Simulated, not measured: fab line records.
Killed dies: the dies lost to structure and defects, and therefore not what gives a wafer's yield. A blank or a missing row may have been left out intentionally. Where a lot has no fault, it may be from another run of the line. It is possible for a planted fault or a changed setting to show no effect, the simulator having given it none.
Chamber matching / flow nand_harc / 4 sister chambers for NHARC_A_CONTACT_DESCUM_13 on rie_diel-04
The step chemistry O2, time 3 s. 14 wafers are shown with their chamber, then 7 later ones without.

WAFERS PAIRED WITH THEIR CHAMBERS
wafer=L075.1; chamber=0; drypump_motor_current_A (A)=5.4; showerhead_plenum_p_Torr (Torr)=1.77; oes_product_au (a.u.)=1.009
wafer=L075.5; chamber=2; drypump_motor_current_A (A)=6.1; showerhead_plenum_p_Torr (Torr)=1.80; oes_product_au (a.u.)=1.007
wafer=L075.6; chamber=3; drypump_motor_current_A (A)=5.4; showerhead_plenum_p_Torr (Torr)=1.87; oes_product_au (a.u.)=1.001
wafer=L080.1; chamber=0; drypump_motor_current_A (A)=5.4; showerhead_plenum_p_Torr (Torr)=2.07; oes_product_au (a.u.)=0.998
wafer=L080.2; chamber=3; drypump_motor_current_A (A)=5.4; showerhead_plenum_p_Torr (Torr)=1.86; oes_product_au (a.u.)=0.998
wafer=L080.4; chamber=1; drypump_motor_current_A (A)=4.8; showerhead_plenum_p_Torr (Torr)=1.82; oes_product_au (a.u.)=0.993
wafer=L079.1; chamber=2; drypump_motor_current_A (A)=6.0; showerhead_plenum_p_Torr (Torr)=1.80; oes_product_au (a.u.)=0.997
wafer=L079.2; chamber=3; drypump_motor_current_A (A)=5.5; showerhead_plenum_p_Torr (Torr)=1.86; oes_product_au (a.u.)=0.994
wafer=L079.6; chamber=2; drypump_motor_current_A (A)=6.0; showerhead_plenum_p_Torr (Torr)=1.80; oes_product_au (a.u.)=0.995
wafer=L081.1; chamber=1; drypump_motor_current_A (A)=4.9; showerhead_plenum_p_Torr (Torr)=1.82; oes_product_au (a.u.)=0.988
wafer=L081.5; chamber=1; drypump_motor_current_A (A)=4.9; showerhead_plenum_p_Torr (Torr)=1.82; oes_product_au (a.u.)=0.990
wafer=L081.6; chamber=0; drypump_motor_current_A (A)=5.4; showerhead_plenum_p_Torr (Torr)=2.07; oes_product_au (a.u.)=0.990
wafer=L089.3; chamber=2; drypump_motor_current_A (A)=6.0; showerhead_plenum_p_Torr (Torr)=1.79; oes_product_au (a.u.)=1.001
wafer=L089.4; chamber=0; drypump_motor_current_A (A)=5.4; showerhead_plenum_p_Torr (Torr)=2.07; oes_product_au (a.u.)=1.003

SIGNATURES (averages over the wafers above)
reading=drypump_motor_current_A; chamber 0=5.400; chamber 1=4.867; chamber 2=6.025; chamber 3=5.433; scatter within a chamber=0.0456
reading=showerhead_plenum_p_Torr; chamber 0=1.9950; chamber 1=1.8200; chamber 2=1.7975; chamber 3=1.8633; scatter within a chamber=0.0822
reading=oes_product_au; chamber 0=1.00000; chamber 1=0.99033; chamber 2=1.00000; chamber 3=0.99767; scatter within a chamber=0.00562
Rule: a wafer lies at a distance from a chamber equal to the root of the sum of squares, over the readings, of (its reading less the chamber's mean, divided by the reading's scatter). If the next closest chamber is less than 2 further off than the closest, the wafer can't be placed; otherwise it belongs to the closest. How the scatter is found: for the shown wafers, subtract from each reading the mean of its chamber, square and add these, divide the total by (wafers less chambers), then take the root.

WAFERS WITHOUT THEIR CHAMBER
wafer=L089.6; drypump_motor_current_A (A)=4.9; showerhead_plenum_p_Torr (Torr)=1.82; oes_product_au (a.u.)=0.997
wafer=L091.1; drypump_motor_current_A (A)=4.8; showerhead_plenum_p_Torr (Torr)=1.81; oes_product_au (a.u.)=1.003
wafer=L091.4; drypump_motor_current_A (A)=5.4; showerhead_plenum_p_Torr (Torr)=2.06; oes_product_au (a.u.)=1.010
wafer=L091.5; drypump_motor_current_A (A)=6.0; showerhead_plenum_p_Torr (Torr)=1.79; oes_product_au (a.u.)=0.996
wafer=L095.1; drypump_motor_current_A (A)=5.4; showerhead_plenum_p_Torr (Torr)=1.84; oes_product_au (a.u.)=0.995
wafer=L095.4; drypump_motor_current_A (A)=6.0; showerhead_plenum_p_Torr (Torr)=1.78; oes_product_au (a.u.)=0.999
wafer=L095.6; drypump_motor_current_A (A)=5.4; showerhead_plenum_p_Torr (Torr)=1.84; oes_product_au (a.u.)=0.998

WHICH CHAMBER EACH ONE RAN IN
wafer=L089.6; from the rows above=1; in truth=1
wafer=L091.1; from the rows above=1; in truth=1
wafer=L091.4; from the rows above=can't be placed: 0 or 3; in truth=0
wafer=L091.5; from the rows above=2; in truth=2
wafer=L095.1; from the rows above=can't be placed: 3 or 0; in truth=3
wafer=L095.4; from the rows above=2; in truth=2
wafer=L095.6; from the rows above=can't be placed: 3 or 0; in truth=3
4 of 7 placed correctly. From these rows, 3 cannot be placed; in 3 the true chamber is one of the candidates. Wrongly placed: 0.
